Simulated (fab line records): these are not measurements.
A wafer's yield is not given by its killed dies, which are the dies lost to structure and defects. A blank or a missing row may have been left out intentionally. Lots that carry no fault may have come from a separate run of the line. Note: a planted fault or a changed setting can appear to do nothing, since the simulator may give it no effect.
fab line records + flow n5_finfet
[record]
- lots = 7
- wafers = 19
- last_day = 17
route steps=1938 shown BEOL_M4@1089
lots untouched by any fault: they come from a run of this same line in which no faults occurred
start_h: hours from the record's opening day to when the first of the lot's shown wafers began + wait_h: how many hours have passed since the lot's step before this one + " the same as in the row above + L1.1+2: several wafers, shown together as one row + - no value, or no start given + * or withheld: withheld + < > ~ a bound
route shown NAME@n: a module of which the file shows steps, and the number in the route of the first + usual: average and standard deviation across the fault-free wafers + same: alike in all rows + chamber/n: place in a boat + sites: readings site by site + _std_site: the values' standard deviation + _edge_site: outer sites' mean less inner sites' + radius_mm: for every site, how far away it sits from the centre of the wafer + mask NAME#n: copy n + behind: the most recent tool/chamber to have shaped the wafer + hold: why the lot went on hold/how many hours it stayed there/how the hold came to an end + device: transistor that didn't switch, given as n, p or np + end of line: the tests these same wafers got at the end of their route + for a step that has no rows: nothing shown but its recipe + killed: dies that structure and defects cost at the first sort, which is not the same as the wafer's yield + map: shows each die of a wafer: x if killed, . if not, _ if none is there
set.NAME: the setting as run; set.NAME@STEP: as run at that earlier step + model.NAME: the simulator's own value behind a step, which no gauge read
a table for each step, a row for each wafer; lots at some steps of the route
services: a tool's chamber out of use, with start hour (start_h, from the record's first day; less than 0 if before it), hours out, and reason
[[steps]]
[step N5_BEOL_M4_ANNEAL_82]
[recipe]
- temp_c = 400
- time_s = 240
- ambient = vacuum
[step N5_BEOL_M4_SPUTTER_86]
[recipe]
- material = Cu
- target_thk_a = 45
- temp_c = -20
- chamber_pressure_pa = 0.07
- power_w = withheld
- time_s = 8.29
[step N5_BEOL_M4_ANNEAL_87]
[recipe]
- temp_c = 400
- time_s = 240
- ambient = vacuum
[usual]
- heater_power_w = 827/100
| lot.wafer | tool           | chamber | start_h | wait_h | heater_power_w |
|-----------|----------------|---------|---------|--------|----------------|
| L385.1    | pvd_sputter-02 | -       | 196.74  | 0.0    | 1051           |
| L385.3    | "              | -       | "       | "      | 767            |
| L385.6    | "              | -       | "       | "      | 770            |
| L387.1    | pvd_sputter-03 | -       | 214.40  | 0.0    | 956            |
| L387.3    | "              | -       | "       | "      | 753            |
| L387.6    | "              | -       | "       | "      | 868            |
| L391.1    | pvd_sputter-03 | -       | 230.18  | 0.0    | 693            |
| L391.4    | "              | -       | "       | "      | 976            |
| L391.6    | "              | -       | "       | "      | 930            |
| L393.2    | pvd_sputter-01 | -       | 250.66  | 0.0    | 796            |
| L393.5    | "              | -       | "       | "      | 798            |
| L393.6    | "              | -       | "       | "      | 792            |
| L399.2    | pvd_sputter-01 | -       | 290.71  | 0.0    | 810            |
| L399.5    | "              | -       | "       | "      | 797            |
| L401.2    | pvd_sputter-02 | -       | 301.48  | 0.0    | 1057           |
| L401.3    | "              | -       | "       | "      | 732            |
| L401.4    | "              | -       | "       | "      | 780            |
| L402.1    | pvd_sputter-01 | -       | 309.76  | 0.0    | 952            |
| L402.5    | "              | -       | "       | "      | 802            |
[step N5_BEOL_M4_SPUTTER_88]
[recipe]
- material = Cu
- target_thk_a = 45
- temp_c = -20
- chamber_pressure_pa = 0.07
- power_w = withheld
- time_s = 8.29
[usual]
- chuck_sensor_temp_C = -16.0/0.4
- throttle_valve_pct = 30.4/1.4
| lot.wafer | tool           | chamber | start_h | wait_h | chuck_sensor_temp_C | throttle_valve_pct |
|-----------|----------------|---------|---------|--------|---------------------|--------------------|
| L385.1    | pvd_sputter-02 | -       | 196.88  | 0.1    | -16.0               | 31.0               |
| L385.3    | "              | -       | "       | "      | -15.6               | 28.7               |
| L385.6    | "              | -       | "       | "      | -15.4               | 28.8               |
| L387.1    | pvd_sputter-03 | -       | 214.54  | 0.1    | -16.2               | 29.0               |
| L387.3    | "              | -       | "       | "      | -16.4               | 28.6               |
| L387.6    | "              | -       | "       | "      | -16.0               | 31.8               |
| L391.1    | pvd_sputter-03 | -       | 230.32  | 0.1    | -15.5               | 31.8               |
| L391.4    | "              | -       | "       | "      | -16.5               | 28.9               |
| L391.6    | "              | -       | "       | "      | -16.5               | 29.2               |
| L393.2    | pvd_sputter-01 | -       | 250.80  | 0.1    | -16.2               | 30.3               |
| L393.5    | "              | -       | "       | "      | -16.2               | 30.1               |
| L393.6    | "              | -       | "       | "      | -16.4               | 32.2               |
| L399.2    | pvd_sputter-01 | -       | 290.85  | 0.1    | -16.3               | 31.9               |
| L399.5    | "              | -       | "       | "      | -16.2               | 32.0               |
| L401.2    | pvd_sputter-02 | -       | 301.62  | 0.1    | -16.2               | 30.9               |
| L401.3    | "              | -       | "       | "      | -15.3               | 30.8               |
| L401.4    | "              | -       | "       | "      | -15.6               | 29.1               |
| L402.1    | pvd_sputter-01 | -       | 309.90  | 0.1    | -16.2               | 31.6               |
| L402.5    | "              | -       | "       | "      | -16.3               | 30.3               |
[step N5_BEOL_M4_ANNEAL_89]
[recipe]
- temp_c = 400
- time_s = 240
- ambient = vacuum
[step N5_BEOL_M4_SPUTTER_90]
[recipe]
- material = Cu
- target_thk_a = 45
- temp_c = -20
- chamber_pressure_pa = 0.07
- power_w = withheld
- time_s = 8.29
[step N5_BEOL_M4_ANNEAL_91]
[recipe]
- temp_c = 400
- time_s = 240
- ambient = vacuum
[usual]
- heater_power_w = 825/99
| lot.wafer | tool           | chamber | start_h | wait_h | heater_power_w |
|-----------|----------------|---------|---------|--------|----------------|
| L385.1    | pvd_sputter-02 | -       | 197.18  | 0.0    | 1069           |
| L385.3    | "              | -       | "       | "      | 759            |
| L385.6    | "              | -       | "       | "      | 755            |
| L387.1    | pvd_sputter-03 | -       | 214.84  | 0.0    | 968            |
| L387.3    | "              | -       | "       | "      | 743            |
| L387.6    | "              | -       | "       | "      | 900            |
| L391.1    | pvd_sputter-03 | -       | 230.62  | 0.0    | 706            |
| L391.4    | "              | -       | "       | "      | 937            |
| L391.6    | "              | -       | "       | "      | 963            |
| L393.2    | pvd_sputter-01 | -       | 251.10  | 0.0    | 801            |
| L393.5    | "              | -       | "       | "      | 808            |
| L393.6    | "              | -       | "       | "      | 783            |
| L399.2    | pvd_sputter-01 | -       | 291.15  | 0.0    | 793            |
| L399.5    | "              | -       | "       | "      | 788            |
| L401.2    | pvd_sputter-02 | -       | 301.92  | 0.0    | 1055           |
| L401.3    | "              | -       | "       | "      | 734            |
| L401.4    | "              | -       | "       | "      | 759            |
| L402.1    | pvd_sputter-01 | -       | 310.20  | 0.0    | 914            |
| L402.5    | "              | -       | "       | "      | 787            |
[step N5_BEOL_M4_SPUTTER_92]
[recipe]
- material = Cu
- target_thk_a = 45
- temp_c = -20
- chamber_pressure_pa = 0.07
- power_w = withheld
- time_s = 8.29
[step N5_BEOL_M4_ANNEAL_93]
[recipe]
- temp_c = 400
- time_s = 240
- ambient = vacuum
[step N5_BEOL_M4_SPUTTER_94]
[recipe]
- material = Cu
- target_thk_a = 45
- temp_c = -20
- chamber_pressure_pa = 0.07
- power_w = withheld
- time_s = 8.29
[usual]
- chuck_sensor_temp_C = -16.0/0.39
- throttle_valve_pct = 30.4/1.3
| lot.wafer | tool           | chamber | start_h | wait_h | chuck_sensor_temp_C | throttle_valve_pct |
|-----------|----------------|---------|---------|--------|---------------------|--------------------|
| L385.1    | pvd_sputter-02 | -       | 197.54  | 0.1    | -15.9               | 30.7               |
| L385.3    | "              | -       | "       | "      | -15.5               | 29.1               |
| L385.6    | "              | -       | "       | "      | -15.4               | 29.1               |
| L387.1    | pvd_sputter-03 | -       | 215.20  | 0.1    | -16.4               | 28.8               |
| L387.3    | "              | -       | "       | "      | -16.3               | 28.5               |
| L387.6    | "              | -       | "       | "      | -16.1               | 32.2               |
| L391.1    | pvd_sputter-03 | -       | 230.98  | 0.1    | -15.3               | 31.7               |
| L391.4    | "              | -       | "       | "      | -16.5               | 28.8               |
| L391.6    | "              | -       | "       | "      | -16.4               | 28.7               |
| L393.2    | pvd_sputter-01 | -       | 251.46  | 0.1    | -16.2               | 30.3               |
| L393.5    | "              | -       | "       | "      | -16.1               | 30.4               |
| L393.6    | "              | -       | "       | "      | -16.3               | 31.8               |
| L399.2    | pvd_sputter-01 | -       | 291.51  | 0.1    | -16.1               | 31.7               |
| L399.5    | "              | -       | "       | "      | -16.2               | 32.2               |
| L401.2    | pvd_sputter-02 | -       | 302.28  | 0.1    | -16.1               | 30.8               |
| L401.3    | "              | -       | "       | "      | -15.4               | 30.6               |
| L401.4    | "              | -       | "       | "      | -15.5               | 28.9               |
| L402.1    | pvd_sputter-01 | -       | 310.56  | 0.1    | -16.3               | 31.3               |
| L402.5    | "              | -       | "       | "      | -16.2               | 30.3               |
[step N5_BEOL_M4_ANNEAL_95]
[recipe]
- temp_c = 400
- time_s = 240
- ambient = vacuum
[step N5_BEOL_M4_SPUTTER_96]
[recipe]
- material = Cu
- target_thk_a = 45
- temp_c = -20
- chamber_pressure_pa = 0.07
- power_w = withheld
- time_s = 8.29
[step N5_BEOL_M4_ECD_50]
[recipe]
- material = Cu
- target_thk_a = 3000
| lot.wafer | tool      | chamber | start_h | wait_h | model.Cu_of_BEOL_M4_ECD_50.thk_nm |
|-----------|-----------|---------|---------|--------|-----------------------------------|
| L385.1    | ecd_cu-02 | 1       | 197.88  | 0.1    | 299.2                             |
| L385.3    | "         | 0       | "       | "      | 296.6                             |
| L385.6    | "         | 1       | "       | "      | 297                               |
| L387.1    | ecd_cu-02 | 1       | 215.54  | 0.1    | 298.6                             |
| L387.3    | "         | 1       | "       | "      | 293                               |
| L387.6    | "         | 0       | "       | "      | 302.2                             |
| L391.1    | ecd_cu-01 | 0       | 231.31  | 0.1    | 305.2                             |
| L391.4    | "         | 1       | "       | "      | 297.6                             |
| L391.6    | "         | 1       | "       | "      | 298                               |
| L393.2    | ecd_cu-02 | 1       | 251.80  | 0.1    | 298                               |
| L393.5+6  | "         | 1,0     | "       | "      | 300.6                             |
| L399.2    | ecd_cu-02 | 1       | 291.85  | 0.1    | 441.8                             |
| L399.5    | "         | 0       | "       | "      | 439.4                             |
| L401.2    | ecd_cu-02 | 0       | 302.62  | 0.1    | 439.2                             |
| L401.3    | "         | 1       | "       | "      | 296.6                             |
| L401.4    | "         | 0       | "       | "      | 294.4                             |
| L402.1    | ecd_cu-02 | 0       | 310.90  | 0.1    | 294.6                             |
| L402.5    | "         | 0       | "       | "      | 441.8                             |
[step N5_BEOL_M4_ANNEAL_51]
[recipe]
- temp_c = 225
- time_s = 90
- ambient = N2
[usual]
- wafer_temp_C_max = 225.67/0.24
| lot.wafer | tool          | chamber | start_h | wait_h | wafer_temp_C_max |
|-----------|---------------|---------|---------|--------|------------------|
| L385.1    | rtp_anneal-02 | 0       | 197.97  | 0.1    | 225.51           |
| L385.3    | "             | 0       | "       | "      | 225.52           |
| L385.6    | "             | 0       | "       | "      | 225.62           |
| L387.1    | rtp_anneal-02 | 0       | 215.62  | 0.1    | 226.13           |
| L387.3    | "             | 0       | "       | "      | 226.23           |
| L387.6    | "             | 0       | "       | "      | 226.12           |
| L391.1    | rtp_anneal-02 | 0       | 231.39  | 0.1    | 225.73           |
| L391.4    | "             | 0       | "       | "      | 225.65           |
| L391.6    | "             | 0       | "       | "      | 225.93           |
| L393.2    | rtp_anneal-02 | 0       | 252.03  | 0.2    | 225.68           |
| L393.5    | "             | 0       | "       | "      | 226.01           |
| L393.6    | "             | 0       | "       | "      | 225.84           |
| L399.2    | rtp_anneal-01 | 0       | 291.98  | 0.1    | 225.37           |
| L399.5    | "             | 0       | "       | "      | 225.55           |
| L401.2    | rtp_anneal-02 | 0       | 303.10  | 0.5    | 225.50           |
| L401.3    | "             | 0       | "       | "      | 225.66           |
| L401.4    | "             | 0       | "       | "      | 225.59           |
| L402.1    | rtp_anneal-01 | 0       | 310.97  | 0.1    | 225.53           |
| L402.5    | "             | 0       | "       | "      | 225.53           |
[step N5_BEOL_M4_CMP_52]
[recipe]
- stop_on = SiOC
- t_overpolish_s = 6.8
- down_force_psi = 1
- platen_rpm = 50
- clearing_platen_down_force_psi = 1.5
- clearing_platen_rpm = 50
- post_cmp_clean = cu_alkaline
- target_thk_nm = 40
- clearing_platen_pad_velocity_m_s = 0.99484
- pad_velocity_m_s = 0.99484
[usual]
- motor_current_A = 6.0/0.65
- platen_rpm = 50.00/0.033
- time_to_endpoint_s = 63/3.4
| lot.wafer | tool   | chamber | start_h | wait_h | motor_current_A | platen_rpm | time_to_endpoint_s |
|-----------|--------|---------|---------|--------|-----------------|------------|--------------------|
| L385.3    | cmp-03 | 1       | 198.26  | 0.2    | 5.8             | 49.98      | 64                 |
| L385.1    | "      | 0       | "       | "      | 5.8             | 50.00      | 63                 |
| L385.6    | "      | 2       | "       | "      | 4.9             | 49.98      | 65                 |
| L387.3    | cmp-04 | 1       | 215.95  | 0.2    | 5.7             | 49.92      | 64                 |
| L387.1    | "      | 3       | "       | "      | 6.0             | 50.06      | 63                 |
| L387.6    | "      | 1       | "       | "      | 5.6             | 49.98      | 63                 |
| L391.1    | cmp-04 | 1       | 231.73  | 0.3    | 5.5             | 50.01      | 67                 |
| L391.4    | "      | 3       | "       | "      | 6.0             | 50.01      | 61                 |
| L391.6    | "      | 1       | "       | "      | 5.7             | 50.01      | 66                 |
| L393.2    | cmp-03 | 2       | 252.28  | 0.2    | 4.7             | 49.99      | 67                 |
| L393.5    | "      | 2       | "       | "      | 4.9             | 50.02      | 68                 |
| L393.6    | "      | 3       | "       | "      | 5.7             | 49.96      | 65                 |
| L399.2    | cmp-02 | 3       | 292.30  | 0.3    | 5.9             | 49.95      | 97                 |
| L399.5    | "      | 1       | "       | "      | 5.7             | 50.01      | 89                 |
| L401.2    | cmp-03 | 0       | 304.45  | 1.3    | 6.3             | 49.98      | 84                 |
| L401.3    | "      | 2       | "       | "      | 5.3             | 49.98      | 62                 |
| L401.4    | "      | 3       | "       | "      | 5.9             | 50.03      | 54                 |
| L402.1    | cmp-02 | 2       | 311.35  | 0.3    | 7.2             | 49.97      | 65                 |
| L402.5    | "      | 1       | "       | "      | 5.6             | 49.97      | 96                 |
[step N5_BEOL_M4_THK_MEAS_53]
[recipe]
- thk_meas_gauge = xrf
- reads = Cu_of_BEOL_M4_ECD_50
[usual]
- M4_THK = 39.7/1.7
| lot.wafer | tool          | chamber | start_h | wait_h | M4_THK[nm] |
|-----------|---------------|---------|---------|--------|------------|
| L385.1    | film_metro-02 | -       | 198.56  | -      | 40.1       |
| L385.3    | "             | -       | "       | "      | 39.4       |
| L385.6    | "             | -       | "       | "      | 42.2       |
| L387.1    | film_metro-01 | -       | 216.21  | -      | 41.3       |
| L387.3    | "             | -       | "       | "      | 39.0       |
| L387.6    | "             | -       | "       | "      | 39.5       |
| L391.1    | film_metro-02 | -       | 231.99  | -      | 42.0       |
| L391.4    | "             | -       | "       | "      | 38.4       |
| L391.6    | "             | -       | "       | "      | 43.4       |
| L393.2    | film_metro-01 | -       | 252.58  | -      | 42.9       |
| L393.5    | "             | -       | "       | "      | 42.2       |
| L393.6    | "             | -       | "       | "      | 39.2       |
| L399.2    | film_metro-02 | -       | 292.52  | -      | 39.7       |
| L399.5    | "             | -       | "       | "      | 38.3       |
| L401.2    | film_metro-02 | -       | 304.74  | -      | 36.9       |
| L401.3    | "             | -       | "       | "      | 37.8       |
| L401.4    | "             | -       | "       | "      | 36.5       |
| L402.1    | film_metro-01 | -       | 311.56  | -      | 40.8       |
| L402.5    | "             | -       | "       | "      | 41.9       |
[step N5_BEOL_M4_RC_MEAS_101]
[usual]
- DIBL_N = 35.7/1.5
- DIBL_P = 35.7/2
- IOFF_N = 0.155/0.026
- IOFF_P = 0.20/0.031
- ION_N = 675/11
- ION_P = 462/7.1
- SS_N = 71.3/0.57
- SS_P = 73.1/0.56
- VT_N = 250/3
- VT_P = -251/3
| lot.wafer | tool      | chamber | start_h | wait_h | DIBL_N[mV/V] | DIBL_P[mV/V] | IOFF_N[nA/um] | IOFF_P[nA/um] | ION_N[uA/um] | ION_P[uA/um] | SS_N[mV/dec] | SS_P[mV/dec] | VT_N[mV] | VT_P[mV] |
|-----------|-----------|---------|---------|--------|--------------|--------------|---------------|---------------|--------------|--------------|--------------|--------------|----------|----------|
| L385.1    | prober-02 | 0       | 198.90  | 0.0    | 35.3         | 33.2         | 0.147         | 0.18          | 670          | 456          | 71.3         | 72.1         | 249      | -253     |
| L385.3    | "         | 0       | "       | "      | 35.9         | 33.9         | 0.149         | 0.19          | 681          | 467          | 71.2         | 73.2         | 251      | -251     |
| L385.6    | "         | 0       | "       | "      | 36.7         | 34.5         | 0.176         | 0.21          | 701          | 469          | 72.0         | 72.5         | 245      | -247     |
| L387.1    | prober-01 | 0       | 216.55  | 0.0    | 33.7         | 34.7         | 0.141         | 0.18          | 675          | 470          | 70.6         | 72.7         | 249      | -249     |
| L387.3    | "         | 0       | "       | "      | 34.7         | 35.8         | 0.143         | 0.20          | 664          | 460          | 71.1         | 73.6         | 249      | -249     |
| L387.6    | "         | 0       | "       | "      | 32.6         | 33.5         | 0.121         | 0.17          | 680          | 472          | 70.2         | 72.5         | 251      | -251     |
| L391.1    | prober-01 | 0       | 232.30  | 0.0    | 36.0         | 35.8         | 0.142         | 0.18          | 674          | 460          | 71.3         | 73.3         | 252      | -256     |
| L391.4    | "         | 0       | "       | "      | 36.2         | 37.0         | 0.152         | 0.18          | 675          | 461          | 71.4         | 74.2         | 251      | -254     |
| L391.6    | "         | 0       | "       | "      | 34.4         | 34.1         | 0.125         | 0.15          | 670          | 463          | 70.6         | 72.5         | 252      | -255     |
| L393.2    | prober-01 | 0       | 253.04  | 0.2    | 34.4         | 34.6         | 0.141         | 0.20          | 663          | 458          | 71.4         | 72.4         | 251      | -249     |
| L393.5    | "         | 0       | "       | "      | 36.3         | 37.5         | 0.201         | 0.26          | 705          | 483          | 71.1         | 73.9         | 244      | -247     |
| L393.6    | "         | 0       | "       | "      | 35.1         | 35.7         | 0.160         | 0.21          | 674          | 461          | 71.1         | 72.9         | 247      | -247     |
| L399.2    | prober-02 | 0       | 293.09  | 0.2    | 34.8         | 35.4         | 0.139         | 0.15          | 673          | 452          | 71.1         | 72.5         | 253      | -258     |
| L399.5    | "         | 0       | "       | "      | 33.7         | 34.6         | 0.132         | 0.15          | 679          | 456          | 71.4         | 73.2         | 251      | -257     |
| L401.2    | prober-01 | 0       | 305.52  | 0.2    | 32.7         | 33.4         | 0.113         | 0.16          | 666          | 452          | 70.4         | 72.4         | 254      | -254     |
| L401.3    | "         | 0       | "       | "      | 34.7         | 35.0         | 0.136         | 0.18          | 669          | 454          | 71.8         | 72.3         | 251      | -252     |
| L401.4    | "         | 0       | "       | "      | 34.4         | 34.9         | 0.138         | 0.17          | 670          | 448          | 70.7         | 72.6         | 251      | -254     |
| L402.1    | prober-02 | 0       | 311.93  | 0.0    | 36.3         | 37.6         | 0.193         | 0.26          | 693          | 474          | 71.5         | 73.7         | 245      | -245     |
| L402.5    | "         | 0       | "       | "      | 33.8         | 34.1         | 0.143         | 0.20          | 677          | 466          | 70.8         | 72.3         | 250      | -251     |
[[services]]
| tool           | chamber | start_h | hours | kind                           |
|----------------|---------|---------|-------|--------------------------------|
| pvd_sputter-03 | -       | 178.36  | 1.0   | repair                         |
| cmp-02         | -       | 183.37  | 4.0   | pm                             |
| cmp-02         | -       | 187.37  | -     | consumable_replace:conditioner |
| cmp-02         | -       | 187.37  | -     | consumable_replace:pad         |
| cmp-02         | -       | 223.26  | 4.3   | pm                             |
| cmp-02         | -       | 227.88  | 1.6   | repair                         |
| cmp-04         | -       | 236.65  | 5.7   | pm                             |
| ecd_cu-01      | -       | 265.64  | 1.3   | repair                         |
| cmp-03         | -       | 274.80  | 4.0   | pm                             |
| cmp-04         | -       | 275.29  | 2.0   | repair                         |
| cmp-03         | -       | 278.80  | -     | consumable_replace:conditioner |
| cmp-03         | -       | 278.80  | -     | consumable_replace:pad         |
| cmp-03         | -       | 298.26  | 0.7   | repair                         |
[[key]]
[first_sign]
- step = N5_BEOL_M4_CMP_52
- reading = time_to_endpoint_s
- direction = up
- sigmas = 8.6
- usual = *
- struck = *
effect none on later readings
[model_effect]
- step = N5_BEOL_M4_ECD_50
- value = Cu_of_BEOL_M4_ECD_50.thk_nm
- without = 297.7
- struck = 440.6
met_at N5_BEOL_M4_ECD_50
struck_wafers L399.2,L399.5,L401.2,L402.5
onset_between 251.80 291.85
[fault]
- kind = process_parameter_drift
- tool = ecd_cu-02
- chamber = -
- onset_h = 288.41
- steps = N5_BEOL_M4_ECD_50
- channel = target_thk_a
- offset = *
- shape = step
- end_h = 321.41
- scope = struck_wafers_only
- acts_in = *
- stated = *
